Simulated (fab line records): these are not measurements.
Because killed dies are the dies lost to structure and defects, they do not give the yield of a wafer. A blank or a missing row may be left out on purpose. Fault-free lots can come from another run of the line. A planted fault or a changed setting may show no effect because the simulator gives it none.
Comparing a struck lot with a sound one -- flow n5_finfet -- 38 steps out of a route of 1938
Sound: wafers L175.1, L175.2, L175.6. Struck: wafer L176.3. (L176.1, L176.5 of the same lot were not struck and are left out.) The cause comes at the end.
For every step that has rows: the tool of each side, followed by ch and its chambers, followed by its first start. Under that, the readings that differ: sound wafers -- struck wafers -- difference of the means -- sigmas: that difference in standard deviations of wafers without a fault.
alike: a reading whose means differ by less than 2 such deviations, as well as words and numbers matching on both sides. not compared: withheld readings; readings where some wafer has no value; bounds like >300 that might hide an equal value; numbers whose values overlap and for which the record gives no deviation.
Wherever a step has rows on one side only, a row that says differs or no value, or a row with sigmas, the two part there. When numbers do not overlap yet have no deviation, they are printed without sigmas and do not part them. Lack of a reading on every wafer of one side parts them only where that side has two or more wafers.

first, 9 steps without rows for these wafers: N5_BEOL_M2_ANNEAL_95 (time 240 s); N5_BEOL_M2_SPUTTER_96 (material Cu, target thk 4.5 nm, time 8.29 s); N5_BEOL_M2_ECD_50 (material Cu, target thk 300 nm); N5_BEOL_M2_ANNEAL_51 (time 90 s); N5_BEOL_M2_CMP_52 (polishes, stops on SiOC, t overpolish 6.8 s, target thk 40 nm); N5_BEOL_M2_PRE_CLEAN_60 (time 15 s); N5_BEOL_M2_CO_CAP_55 (material Co, precursor CCTBA/H2, target thk 2 nm, time 102.1 s); N5_BEOL_M2_PRE_CLEAN_56 (time 15 s); N5_BEOL_M2_DEP_57 (deposits SiCN from 3MS/NH3, target thk 8 nm, time 14 s).
N5_BEOL_M3_ILD_DEP_00: deposits SiOC from DEMS/O2, target thk 79 nm, time 15.3 s.
  sound on pecvd-01 ch 1,2, day 7 07:49; struck on pecvd-01 ch 0, day 7 11:24
reading,sound,struck,difference,sigmas
model.SiOC_of_BEOL_M3_ILD_DEP_00.thk_nm (nm),77.8 77.8 78.8,111.8,+33.7,
  alike: heater_power_w, rf_fwd_power_W, showerhead_plenum_p_Torr, throttle_valve_pct
  not compared: since_wet_clean_h
N5_BEOL_M3_THK_MEAS_01:
  struck on film_metro-01, day 7 11:28; sound on film_metro-02, day 7 07:53
reading,sound,struck,difference,sigmas
M3_ILD_THK (nm),77.7 77.7 78.9,111.8,+33.7,+36
then, 24 steps without rows for these wafers: N5_BEOL_M3_PECVD_72 (deposits SiO2 from TEOS/O2, target thk 16 nm, time 18 s); N5_BEOL_M3_HM_DEP_02 (deposits TiN, target thk 20 nm); N5_BEOL_M3_COAT_61 (time 60 s, resist thk 60 nm); N5_BEOL_M3_COAT_62 (time 60 s, resist thk 12 nm); N5_BEOL_M3_COAT_73 (time 60 s, resist thk 5 nm); N5_BEOL_M3_COAT_05 (resist thk 30 nm); N5_BEOL_M3_EBR_07; N5_BEOL_M3_SOFTBAKE_06 (time 60 s); N5_BEOL_M3_EXPOSE_08 (exposes mask M3); N5_BEOL_M3_PEB_09 (peb time 60 s); N5_BEOL_M3_DEVELOP_10 (develop time 30 s); N5_BEOL_M3_DESCUM_16 (chemistry O2, time 7 s); N5_BEOL_M3_ETCH_74 (etches underlayer in N2/H2, target depth 6.5 nm, time 5.2 s); N5_BEOL_M3_ETCH_63 (etches SiARC in CF4, target depth 15.6 nm, time 26 s); N5_BEOL_M3_ETCH_64 (etches SOC in N2/H2, target depth 75 nm, overetch 15 nm, time 112.5 s); N5_BEOL_M3_STRIP_65 (strips in N2/H2); N5_BEOL_M3_STRIP_75 (strips in N2/H2); N5_BEOL_M3_STRIP_66 (strips in CF4); N5_BEOL_M3_HM_OPEN_17 (chemistry Cl2/BCl3, target TiN, target depth 20 nm, overetch 6 nm); N5_BEOL_M3_STRIP_19 (strips in O2); N5_BEOL_M3_COAT_67 (time 60 s, resist thk 60 nm); N5_BEOL_M3_COAT_68 (time 60 s, resist thk 12 nm); N5_BEOL_M3_COAT_76 (time 60 s, resist thk 5 nm); N5_BEOL_M3_COAT_22 (resist thk 30 nm).
N5_BEOL_M3_CMP_52: polishes, stops on SiOC, t overpolish 6.8 s, target thk 40 nm.
  sound on cmp-04 ch 1,2, day 7 18:45; struck on cmp-04 ch 0, day 7 21:56
reading,sound,struck,difference,sigmas
model.SiOC_of_BEOL_M3_ILD_DEP_00.thk_nm (nm),74.8 74.8 75.8,108.8,+33.7,
model.Cu_of_BEOL_M3_ECD_50.thk_nm (nm),39.4 38.8 40,73.4,+34.0,
  alike: edge_zone_pressure_frac, motor_current_A
N5_BEOL_M4_RC_MEAS_101:
  the record has rows for the sound wafers here (prober-01 ch 0, day 8 05:14) and none for the struck ones
-- a jump in the record: the struck wafers' starts before and after are 5 days apart (it breaks off in module BEOL_M4 and resumes in module PASSIVATION, where the first step shown is number 1936 of the route) --
N5_PASSIVATION_PROBE_49:
  struck on prober-01, day 12 18:07; sound on prober-01, day 12 16:42
reading,sound,struck,difference,sigmas
defect_limited_yield (%),92.5 91.3 92.8,0,-92,-71
killed_at_M0_to_M3,27 34 25,1109,+1080,+99 or more
killed_dies,89 103 85,1180,+1088,+73
killed_on_rim,10 17 11,152,+139,+40
sort_bin_5_function (%),4.8 5.6 4.2,95.7,+90.8,+99 or more
sort_n_pass,1091 1077 1095,0,-1088,-73
sort_yield_pct (%),92.5 91.3 92.8,0,-92,-71
  alike: killed_at_M4_up, killed_at_contacts, killed_at_front_end, killed_at_other, killed_open, killed_short, sort_bin_6_memory

## WHERE THEY PART
Last at N5_PASSIVATION_PROBE_49 as far as this record goes, first at N5_BEOL_M3_THK_MEAS_01.

WHY: what the simulator had put in
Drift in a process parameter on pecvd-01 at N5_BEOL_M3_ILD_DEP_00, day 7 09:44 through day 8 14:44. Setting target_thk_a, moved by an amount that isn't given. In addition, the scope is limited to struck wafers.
